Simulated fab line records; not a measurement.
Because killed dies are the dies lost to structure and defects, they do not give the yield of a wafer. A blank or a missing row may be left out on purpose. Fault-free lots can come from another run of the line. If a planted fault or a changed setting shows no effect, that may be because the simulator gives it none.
fab line records | flow nandHarc
record: lots: 14 | wafers: 42 | lastDay: 33
route steps=1302 shown A_CHANNEL_HOLE_D2@609 A_CHANNEL_FILL_D2@633 END@1302
lots untouched by any fault: they come from a run of this same line in which no faults occurred
startH: the number of hours between the record's first day and the start of the first shown wafer of the lot | waitH: time in hours since the lot's previous step | " same as the row above | L1.1+2: a single row standing in for several wafers | - no value, or no start was given | * or withheld: withheld | < > ~ a bound
route shown NAME@n: names a module that has steps shown in the file, with the first one's number in the route | usual: mean and standard deviation over wafers with no fault | same: alike in all rows | chamber/n: place in a boat | sites: readings site by site | _std_site: standard deviation of those values | _edge_site: the outer-site mean with the inner-site mean subtracted | radiusMm: how far each site lies from the wafer's centre | mask NAME#n: copy n | behind: the most recent tool/chamber to have shaped the wafer | hold: reason for holding the lot/hours on hold/outcome of the hold | device: transistor that didn't switch, given as n, p or np | end of line: tests of these same wafers at the route's end | step lacking rows: just its recipe | killed: the dies lost at the first sort to structure and to defects; this is not the yield of the wafer | map: shows each die of a wafer: x if killed, . if not, _ if none is there
set.NAME: setting as actually run; set.NAME@STEP: the setting as run at that earlier step | model.NAME: the simulator's own value behind a step, which no gauge read
one table for each step of the route and one row for each wafer, over a sample of lots
services: from which hour (startH, from the record's first day; less than 0 if before it) a tool's chamber was out of use, for how many hours, and why
== steps ==
step: NHARC_A_CHANNEL_HOLE_D2_INSPECT_40
usual: rawDefectCount: 280/86
lot.wafer | tool             | chamber | startH | waitH | rawDefectCount
L697.2    | defectInspect-02 | -       | 309.27 | -     | 331
L697.3    | "                | -       | "      | "     | 285
L697.4    | "                | -       | "      | "     | 484
L698.1    | defectInspect-02 | -       | 322.47 | -     | 378
L698.3    | "                | -       | "      | "     | 257
L698.4    | "                | -       | "      | "     | 269
L699.2    | defectInspect-01 | -       | 323.35 | -     | 245
L699.5    | "                | -       | "      | "     | 283
L699.6    | "                | -       | "      | "     | 243
L706.1    | defectInspect-02 | -       | 402.35 | -     | 288
L706.2    | "                | -       | "      | "     | 570
L706.4    | "                | -       | "      | "     | 221
L707.1    | defectInspect-02 | -       | 406.54 | -     | 233
L707.2    | "                | -       | "      | "     | 301
L707.6    | "                | -       | "      | "     | 282
L710.1    | defectInspect-01 | -       | 441.36 | -     | 300
L710.2    | "                | -       | "      | "     | 203
L710.3    | "                | -       | "      | "     | 272
L709.3    | defectInspect-02 | -       | 444.03 | -     | 370
L709.5    | "                | -       | "      | "     | 246
L709.6    | "                | -       | "      | "     | 250
L712.1    | defectInspect-02 | -       | 458.05 | -     | 306
L712.2    | "                | -       | "      | "     | 419
L712.5    | "                | -       | "      | "     | 267
L714.1    | defectInspect-02 | -       | 480.03 | -     | 270
L714.3    | "                | -       | "      | "     | 335
L714.6    | "                | -       | "      | "     | 389
L716.1    | defectInspect-02 | -       | 501.46 | -     | 250
L716.5    | "                | -       | "      | "     | 363
L716.6    | "                | -       | "      | "     | 215
L715.3    | defectInspect-02 | -       | 506.05 | -     | 268
L715.4    | "                | -       | "      | "     | 228
L715.5    | "                | -       | "      | "     | 367
L717.1    | defectInspect-02 | -       | 514.28 | -     | 203
L717.2    | "                | -       | "      | "     | 248
L717.3    | "                | -       | "      | "     | 332
L719.1    | defectInspect-01 | -       | 520.51 | -     | 405
L719.4    | "                | -       | "      | "     | 219
L719.5    | "                | -       | "      | "     | 283
L718.3    | defectInspect-01 | -       | 521.97 | -     | 227
L718.4    | "                | -       | "      | "     | 285
L718.6    | "                | -       | "      | "     | 310
step: NHARC_A_CHANNEL_FILL_D2_CMP_10
recipe: targetThkNm: 150
usual: edgeZonePressureFrac: 1.000/0.0045 | motorCurrentA: 12.5/1.6 | slurryFlowMlMin: 149.9/0.47 | timeToEndpointS: 14.3/3
lot.wafer | tool   | chamber | startH | waitH | edgeZonePressureFrac | motorCurrentA | slurryFlowMlMin | timeToEndpointS
L697.2    | cmp-04 | 3       | 357.97 | 0.4   | 1.005                | 12.7          | 150.3           | 9.0
L697.4    | "      | 0       | "      | "     | 1.002                | 10.4          | 149.5           | 11.7
L697.3    | "      | 1       | "      | "     | 0.998                | 15.5          | 150.9           | 13.0
L698.4    | cmp-03 | 2       | 370.03 | 0.4   | 1.002                | 12.6          | 149.7           | 20.4
L698.1    | "      | 3       | "      | "     | 0.988                | 12.1          | 149.9           | 15.3
L698.3    | "      | 1       | "      | "     | 1.003                | 12.6          | 149.7           | 16.0
L699.2    | cmp-04 | 0       | 375.48 | 0.4   | 0.995                | 10.4          | 150.2           | 9.3
L699.5    | "      | 2       | "      | "     | 0.997                | 13.7          | 150.4           | 16.0
L699.6    | "      | 3       | "      | "     | 1.000                | 12.4          | 149.3           | 12.5
L706.1    | cmp-04 | 2       | 450.72 | 0.4   | -                    | -             | -               | -
L706.4    | "      | 0       | "      | "     | -                    | -             | -               | -
L706.2    | "      | 1       | "      | "     | -                    | -             | -               | -
L707.1    | cmp-02 | 0       | 454.36 | 0.4   | -                    | -             | -               | -
L707.2    | "      | 2       | "      | "     | -                    | -             | -               | -
L707.6    | "      | 1       | "      | "     | -                    | -             | -               | -
L710.1    | cmp-03 | 0       | 489.82 | 0.4   | 1.001                | 11.8          | 150.8           | 15.9
L710.2    | "      | 2       | "      | "     | 1.001                | 13.5          | 149.6           | 16.4
L710.3    | "      | 3       | "      | "     | 1.005                | 12.2          | 149.2           | 13.5
L709.3    | cmp-04 | 2       | 489.89 | 0.4   | 1.000                | 13.2          | 149.7           | 21.4
L709.5    | "      | 3       | "      | "     | 0.988                | 11.9          | 150.1           | 12.4
L709.6    | "      | 0       | "      | "     | 1.000                | 10.6          | 149.5           | 10.7
L712.2    | cmp-03 | 3       | 507.93 | 0.4   | 0.991                | 12.7          | 150.3           | 11.8
L712.1    | "      | 0       | "      | "     | 1.003                | 11.5          | 149.7           | 12.7
L712.5    | "      | 2       | "      | "     | 1.002                | 12.3          | 149.8           | 16.4
L714.3    | cmp-03 | 3       | 534.75 | 0.4   | 1.007                | 12.6          | 150.5           | 12.3
L714.1    | "      | 1       | "      | "     | 0.997                | 12.3          | 149.7           | 16.2
L714.6    | "      | 0       | "      | "     | 1.009                | 11.4          | 149.8           | 13.6
L716.1    | cmp-03 | 0       | 552.82 | 0.4   | 1.003                | 12.9          | 150.2           | 13.0
L716.5    | "      | 0       | "      | "     | 0.995                | 12.7          | 149.6           | 12.6
L716.6    | "      | 1       | "      | "     | 1.004                | 12.9          | 150.4           | 10.7
L715.4    | cmp-02 | 0       | 552.87 | 0.4   | 0.990                | 14.9          | 151.0           | 11.6
L715.3    | "      | 1       | "      | "     | 0.996                | 11.8          | 150.0           | 17.3
L715.5    | "      | 3       | "      | "     | 0.997                | 10.8          | 149.9           | 14.3
L717.3    | cmp-04 | 1       | 563.06 | 0.4   | 1.007                | 17.4          | 150.0           | 15.6
L717.1    | "      | 3       | "      | "     | 1.001                | 12.5          | 151.0           | 12.0
L717.2    | "      | 0       | "      | "     | 0.995                | 10.3          | 151.0           | 11.0
L719.1    | cmp-02 | 3       | 573.91 | 0.4   | 0.995                | 11.1          | 150.5           | 14.7
L719.4    | "      | 1       | "      | "     | 1.000                | 11.2          | 150.0           | 16.1
L719.5    | "      | 3       | "      | "     | 0.994                | 10.7          | 150.1           | 14.5
L718.3    | cmp-03 | 0       | 573.93 | 0.4   | 0.997                | 12.6          | 149.4           | 16.5
L718.4    | "      | 2       | "      | "     | 0.997                | 12.2          | 149.6           | 18.4
L718.6    | "      | 3       | "      | "     | 1.002                | 12.9          | 150.7           | 14.0
step: NHARC_A_CHANNEL_FILL_D2_RTA_24
recipe: tempC: 1000 | timeS: 5
usual: lampPowerPct: 32.8/1.5 | wafer_temp_C_max: 1003.8/0.97
lot.wafer | tool         | chamber | startH | waitH | lampPowerPct | wafer_temp_C_max
L697.2    | rtpAnneal-02 | 0       | 358.41 | 0.1   | 34.4         | 1003.4
L697.3    | "            | 0       | "      | "     | 34.4         | 1003.8
L697.4    | "            | 0       | "      | "     | 34.5         | 1003.5
L698.1    | rtpAnneal-01 | 0       | 370.44 | 0.0   | 31.4         | 1002.6
L698.3    | "            | 0       | "      | "     | 31.4         | 1004.5
L698.4    | "            | 0       | "      | "     | 31.3         | 1005.7
L699.2    | rtpAnneal-02 | 0       | 375.88 | 0.1   | 34.5         | 1001.6
L699.5    | "            | 0       | "      | "     | 34.4         | 1003.3
L699.6    | "            | 0       | "      | "     | 34.5         | 1002.7
L706.1    | rtpAnneal-01 | 0       | 451.16 | 0.0   | 31.4         | 1003.2
L706.2    | "            | 0       | "      | "     | 31.4         | 1004.7
L706.4    | "            | 0       | "      | "     | 31.4         | 1004.3
L707.1    | rtpAnneal-01 | 0       | 454.80 | 0.0   | 31.4         | 1004.6
L707.2    | "            | 0       | "      | "     | 31.4         | 1004.1
L707.6    | "            | 0       | "      | "     | 31.4         | 1004.8
L710.1    | rtpAnneal-02 | 0       | 490.24 | 0.0   | 34.4         | 1003.8
L710.2    | "            | 0       | "      | "     | 34.4         | 1003.2
L710.3    | "            | 0       | "      | "     | 34.4         | 1003.8
L709.3    | rtpAnneal-01 | 0       | 490.29 | 0.1   | 31.4         | 1003.1
L709.5    | "            | 0       | "      | "     | 31.4         | 1006.0
L709.6    | "            | 0       | "      | "     | 31.4         | 1005.1
L712.1    | rtpAnneal-01 | 0       | 508.30 | 0.0   | 31.5         | 1003.8
L712.2    | "            | 0       | "      | "     | 31.4         | 1003.2
L712.5    | "            | 0       | "      | "     | 31.4         | 1004.8
L714.1    | rtpAnneal-02 | 0       | 535.17 | 0.0   | 34.4         | 1004.4
L714.3    | "            | 0       | "      | "     | 34.4         | 1003.1
L714.6    | "            | 0       | "      | "     | 34.4         | 1003.5
L716.1    | rtpAnneal-01 | 0       | 553.23 | 0.0   | 31.4         | 1004.0
L716.5    | "            | 0       | "      | "     | 31.4         | 1004.4
L716.6    | "            | 0       | "      | "     | 31.4         | 1004.1
L715.3    | rtpAnneal-02 | 0       | 553.31 | 0.1   | 34.5         | 1002.4
L715.4    | "            | 0       | "      | "     | 34.4         | 1003.7
L715.5    | "            | 0       | "      | "     | 34.5         | 1002.5
L717.1    | rtpAnneal-01 | 0       | 563.48 | 0.0   | 31.4         | 1004.8
L717.2    | "            | 0       | "      | "     | 31.5         | 1004.4
L717.3    | "            | 0       | "      | "     | 31.5         | 1004.0
L719.1    | rtpAnneal-02 | 0       | 574.33 | 0.0   | 34.4         | 1003.3
L719.4    | "            | 0       | "      | "     | 34.4         | 1003.2
L719.5    | "            | 0       | "      | "     | 34.4         | 1002.9
L718.3    | rtpAnneal-01 | 0       | 574.38 | 0.1   | 31.4         | 1005.4
L718.4    | "            | 0       | "      | "     | 31.5         | 1003.2
L718.6    | "            | 0       | "      | "     | 31.4         | 1004.2
step: NHARC_A_CHANNEL_FILL_D2_INSPECT_13
usual: rawDefectCount: 345/130
lot.wafer | tool             | chamber | startH | waitH | rawDefectCount
L697.2    | defectInspect-02 | -       | 358.58 | 0.1   | 327
L697.3    | "                | -       | "      | "     | 542
L697.4    | "                | -       | "      | "     | 284
L698.1    | defectInspect-02 | -       | 370.64 | 0.2   | 356
L698.3    | "                | -       | "      | "     | 349
L698.4    | "                | -       | "      | "     | 295
L699.2    | defectInspect-02 | -       | 376.05 | 0.1   | 299
L699.5    | "                | -       | "      | "     | 242
L699.6    | "                | -       | "      | "     | 417
L706.1    | defectInspect-01 | -       | 451.35 | 0.2   | 300
L706.2    | "                | -       | "      | "     | 617
L706.4    | "                | -       | "      | "     | 263
L707.1    | defectInspect-01 | -       | 455.03 | 0.2   | 272
L707.2    | "                | -       | "      | "     | 336
L707.6    | "                | -       | "      | "     | 325
L709.3    | defectInspect-02 | -       | 490.43 | 0.1   | 348
L709.5    | "                | -       | "      | "     | 243
L709.6    | "                | -       | "      | "     | 326
L710.1    | defectInspect-01 | -       | 490.44 | 0.2   | 345
L710.2    | "                | -       | "      | "     | 292
L710.3    | "                | -       | "      | "     | 289
L712.1    | defectInspect-01 | -       | 508.49 | 0.2   | 571
L712.2    | "                | -       | "      | "     | 513
L712.5    | "                | -       | "      | "     | 670
L714.1    | defectInspect-01 | -       | 535.36 | 0.2   | 309
L714.3    | "                | -       | "      | "     | 306
L714.6    | "                | -       | "      | "     | 404
L716.1    | defectInspect-01 | -       | 553.43 | 0.2   | 375
L716.5    | "                | -       | "      | "     | 675
L716.6    | "                | -       | "      | "     | 413
L715.3    | defectInspect-02 | -       | 553.45 | 0.1   | 283
L715.4    | "                | -       | "      | "     | 221
L715.5    | "                | -       | "      | "     | 266
L717.1    | defectInspect-01 | -       | 563.68 | 0.2   | 153
L717.2    | "                | -       | "      | "     | 260
L717.3    | "                | -       | "      | "     | 235
L718.3    | defectInspect-02 | -       | 574.52 | 0.1   | 388
L718.4    | "                | -       | "      | "     | 376
L718.6    | "                | -       | "      | "     | 332
L719.1    | defectInspect-01 | -       | 574.53 | 0.2   | 533
L719.4    | "                | -       | "      | "     | 329
L719.5    | "                | -       | "      | "     | 294
step: NHARC_END_SORT_01
recipe: tempC: 25
usual: killedAtArray: 56/20 | killedAtOther: 0.9/1.1 | killedAtPeriphery: 3.7/3 | killedDies: 61/21 | killedOpen: 2.9/1.6 | killedShort: 2.6/1.4
same: grossDies: 677
lot.wafer | tool      | chamber | startH | waitH | killedAtArray | killedAtOther | killedAtPeriphery | killedDies | killedOpen | killedShort
L706.1    | prober-02 | 0       | 668.87 | 2.5   | 670           | 2             | 5                 | 677        | 0          | 2
L706.2    | prober-02 | 0       | 669.67 | 2.8   | 674           | 1             | 2                 | 677        | 1          | 1
L706.4    | prober-02 | 0       | 671.27 | 3.4   | 673           | 1             | 3                 | 677        | 5          | 4
L707.1    | prober-01 | 0       | 669.60 | 2.5   | 665           | 1             | 11                | 677        | 3          | 2
L707.2    | prober-01 | 0       | 670.40 | 2.8   | 662           | 2             | 13                | 677        | 3          | 5
L707.6    | prober-01 | 0       | 673.60 | 4.0   | 668           | 1             | 8                 | 677        | 3          | 2
killed by level:class
L706.1 A_CHANNEL_FILL_D2:areaCmp=581 A_SLIT:chamberFilmFlake=33 A_CHANNEL_HOLE_D1:chamberFilmFlake=30 A_CHANNEL_HOLE_D2:chamberFilmFlake=14 A_CONTACT:chamberFilmFlake=4 P_GATE:chamberFilmFlake=3 A_STAIRCASE:chamberFilmFlake=3 P_STI:chamberFilmFlake=2
L707.1 A_CHANNEL_FILL_D2:areaCmp=583 A_CHANNEL_HOLE_D1:chamberFilmFlake=31 A_SLIT:chamberFilmFlake=28 A_CHANNEL_HOLE_D2:chamberFilmFlake=10 P_STI:chamberFilmFlake=4 P_GATE:chamberFilmFlake=4 A_CHANNEL_FILL_D1:geometricParticle:short=2 P_M0:chamberFilmFlake=2
L706.2 A_CHANNEL_FILL_D2:areaCmp=597 A_SLIT:chamberFilmFlake=25 A_CHANNEL_HOLE_D1:chamberFilmFlake=23 A_CHANNEL_HOLE_D2:chamberFilmFlake=16 A_CONTACT:chamberFilmFlake=5 A_STAIRCASE:chamberFilmFlake=3 P_GATE:chamberFilmFlake=2 A_SGD_CUT:geometricParticle:open=1
L707.2 A_CHANNEL_FILL_D2:areaCmp=597 A_SLIT:chamberFilmFlake=25 A_CHANNEL_HOLE_D1:chamberFilmFlake=16 A_CHANNEL_HOLE_D2:chamberFilmFlake=10 P_GATE:chamberFilmFlake=5 P_M0:chamberFilmFlake=4 A_BONDPAD:chamberFilmFlake=4 P_STI:chamberFilmFlake=3
L706.4 A_CHANNEL_FILL_D2:areaCmp=615 A_CHANNEL_HOLE_D1:chamberFilmFlake=21 A_SLIT:chamberFilmFlake=18 A_CHANNEL_HOLE_D2:chamberFilmFlake=6 A_CONTACT:chamberFilmFlake=3 A_BONDPAD:chamberFilmFlake=3 A_ONON_D1:geometricParticle:short=2 P_GATE:geometricParticle:open=1
L707.6 A_CHANNEL_FILL_D2:areaCmp=576 A_CHANNEL_HOLE_D1:chamberFilmFlake=36 A_SLIT:chamberFilmFlake=32 A_CHANNEL_HOLE_D2:chamberFilmFlake=13 P_M0:chamberFilmFlake=5 A_CONTACT:chamberFilmFlake=4 P_STI:chamberFilmFlake=2 A_WL_FILL:chamberFilmFlake=2
== services ==
tool         | chamber | startH | hours | kind
cmp-03       | -       | 337.40 | 0.4   | repair
cmp-02       | -       | 345.13 | 4.5   | repair
cmp-03       | -       | 358.00 | 4.0   | pm
cmp-04       | -       | 363.65 | 1.4   | repair
rtpAnneal-01 | -       | 372.00 | 12.0  | pm
cmp-04       | -       | 390.93 | 1.0   | repair
cmp-03       | -       | 392.66 | 0.7   | repair
cmp-04       | -       | 392.88 | 0.4   | repair
cmp-04       | -       | 405.07 | 4.0   | pm
cmp-03       | -       | 413.44 | 1.1   | repair
cmp-04       | -       | 440.16 | 1.3   | repair
cmp-03       | -       | 451.12 | 0.2   | repair
cmp-03       | -       | 452.72 | 1.8   | repair
cmp-04       | -       | 454.43 | 0.6   | repair
cmp-04       | -       | 455.60 | 1.6   | repair
cmp-03       | -       | 456.00 | 4.0   | pm
cmp-04       | -       | 458.49 | 4.1   | repair
cmp-04       | -       | 474.68 | 2.5   | repair
cmp-03       | -       | 481.39 | 0.2   | repair
cmp-03       | -       | 498.03 | 3.9   | repair
cmp-04       | -       | 503.07 | 4.0   | pm
cmp-04       | -       | 523.50 | 3.7   | repair
cmp-04       | -       | 545.88 | 1.5   | repair
cmp-03       | -       | 554.00 | 4.0   | pm
== key ==
firstSign: step: NHARC_A_CHANNEL_FILL_D2_CMP_10 | reading: toolRecord | direction: missing
effect: step: NHARC_END_SORT_01 | reading: killedDies | direction: up | sigmas: 30 | usual: 61 | struck: 677
moreKillsBornAt: NHARC_A_CHANNEL_FILL_D2_CMP_10@cmp-04: 1793 | NHARC_A_CHANNEL_FILL_D2_CMP_10@cmp-02: 1756
metAt NHARC_A_CHANNEL_FILL_D2_CMP_10
struckLots L706,L707
laterRowsLeftOut L706.1,L706.2,L706.4,L707.1,L707.2,L707.6
testerLeftOut L706,L707
notActingAt NHARC_A_CHANNEL_HOLE_D2_INSPECT_40,NHARC_A_CHANNEL_FILL_D2_RTA_24,NHARC_A_CHANNEL_FILL_D2_INSPECT_13
onsetBetween 375.48 450.72
fault: kind: skippedStepWhole | tool: cmp-02,cmp-04 | chamber: - | onsetH: 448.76 | steps: NHARC_A_CHANNEL_FILL_D2_CMP_10 | scope: struckLotsOnly
testerLeftOut: of these lots the tester's yield and bins aren't shown, on N5 and GAA mostly nor the transistor test; their killed dies are dies lost to structure and defects alone, not to doping, threshold or leakage, so they don't give the yield
laterRowsLeftOut: the simulator's readings of these wafers behind a module that went badly wrong aren't trusted and aren't shown, but for the sort
